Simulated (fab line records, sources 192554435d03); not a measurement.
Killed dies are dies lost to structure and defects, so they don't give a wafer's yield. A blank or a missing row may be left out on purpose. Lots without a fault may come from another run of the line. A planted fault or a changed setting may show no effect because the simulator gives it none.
Which tool did it? | flow n5_finfet | 12 lots, 36 wafers sampled, at 1 step of a route of 1938

WHAT THE GAUGES READ, wafer by wafer
N5_BEOL_M4_OVL_MEAS_29.
lot  | measured     | on         | V3_OVL (nm)
L075 | day 8 02:01  | overlay-02 | 0.1 -0.9 0.3
L077 | day 8 04:44  | overlay-01 | -1.2 -1.6 -1.2
L079 | day 8 16:53  | overlay-02 | 0.3 -0.5 -1.1
L081 | day 9 04:23  | overlay-01 | -0.7 -0.7 -0.6
L083 | day 9 21:26  | overlay-02 | -0.7 0.2 0.0
L085 | day 10 05:18 | overlay-01 | -1.2 -1.0 -1.5
L087 | day 11 02:01 | overlay-01 | -1.1 -0.2 -1.3
L088 | day 11 13:10 | overlay-01 | -1.1 -1.9 -1.6
L091 | day 11 20:28 | overlay-02 | -1.1 0.3 -1.0
L093 | day 12 06:56 | overlay-02 | -0.7 -0.6 -0.5
L095 | day 12 20:29 | overlay-01 | -1.2 -0.7 0.8
L097 | day 13 16:22 | overlay-01 | -1.1 -1.0 -1.0

WHICH TOOL RAN EACH LOT (tool, then ch and the chambers of the sampled wafers, then the start)
The record holds no process step before these readings.

THE ANSWER, worked out from the rows above alone
Rule: what is usual is taken from the lots themselves. Put in order of their means at a reading, lots are off if they are a third of the lots or fewer, leave a main group of 4 or more, and stand apart from it by a gap of 3 or more times the standard deviation of the main group's means; of several such gaps the widest counts. A main group whose means are all the same, to the digits that the tables above print for the reading, isn't used. A lot without any number at a reading at which 4 lots or more have one is off too. The other lots that the step has rows for count as sound.
No lot is off at any reading shown: from this, nothing can be told.

WHAT THE SIMULATOR HAD PUT IN
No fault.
